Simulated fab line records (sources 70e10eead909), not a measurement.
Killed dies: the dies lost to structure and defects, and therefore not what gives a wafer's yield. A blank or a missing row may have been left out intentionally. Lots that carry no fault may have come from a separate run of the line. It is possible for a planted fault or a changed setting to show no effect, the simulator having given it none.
8D (eight disciplines) problem report, filled in by code | flow nand harc | the parts of the form that need people (team, actions taken, sign-off) are left out

## 1. THE ISSUE
Wafers without a fault read 65.4 s, standard deviation 0.39; run length s at NHARC_P_M2_ETCH_35 reads a mean of 51.9 s on 6 wafers belonging to 2 lots. That is -35 standard deviations from the usual mean.
The step: etches the open film in N2/H2, target depth 40 nm, overetch 12 nm, time 43.94 s.
The first sign was on wafer L115.4 at day 8 08:20, on rie diel-07. Wafers with a number at this step in the record: 33, from 11 lots. The rule behind "out" and "out of limits": a value lying over 4 standard deviations away from the usual mean. All remaining wafers that have a number are taken as sound.

## 2. WHAT THIS IS AND IS NOT
question                    | is                     | is not
which readings at this step | run length s           | h2 flow sccm, rf vpp V, showerhead plenum p Torr
which lots                  | L115, L118             | L111, L112, L114, L124, L125, L127, L128, L131, L133
which wafers of those lots  | all that have a number | -
read on which tools         | rie diel-07            | rie diel-09, rie diel-13
when                        | from day 8 08:20       | up to then (9 sound wafers); but 18 sound wafers of L124, L125, L127, L128, L131, L133 came after

## 3. THE SUSPECTS, EACH WITH WHAT RULES IT OUT
Counting: a tool at a process step up to the reading stays a suspect if it ran every lot that is out and no sound lot after the first of them.
- rie diel-07 at NHARC_P_M2_ETCH_35 (etches the open film in N2/H2, target depth 40 nm, overetch 12 nm, time 43.94 s): ruled out as a lasting fault. After its first lot that is out, L115 (day 8 08:20), sound lots L124, L125, L128 ran on it.
Left after counting: nothing in the record.

## 4. THE CAUSE (what the simulator had put in)
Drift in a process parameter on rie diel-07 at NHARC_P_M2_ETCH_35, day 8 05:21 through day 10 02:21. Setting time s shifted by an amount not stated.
Counting ruled it out, wrongly.

## 5. SEQUENCE OF EFFECTS, ordered by route
Each row: a reading where the mean over the struck wafers with a number is more than 3 standard deviations away from the usual. Only readings for which the record gives a usual standard deviation are gone through. hours: the time from each lot's start at the first step in this table that gives one to its start at this step, as a median over the lots. sigmas: the change in usual standard deviations.
hours | step               | reading      | usual  | on struck wafers | change | sigmas
0     | NHARC_P_M2_ETCH_35 | run length s | 65.4 s | 51.9             | -13.6  | -35
It contains these process steps:
- NHARC_P_M2_ETCH_35: etches the open film in N2/H2, target depth 40 nm, overetch 12 nm, time 43.94 s.
Readings that are blank on the struck wafers while sound wafers have them: rf fwd power W at NHARC_P_M2_ETCH_35.

## 6. HOW IT WOULD HAVE BEEN CAUGHT EARLIER
3 hours passed between the start of the fault at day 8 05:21 and the first reading out of limits in this record, taken at day 8 08:20.
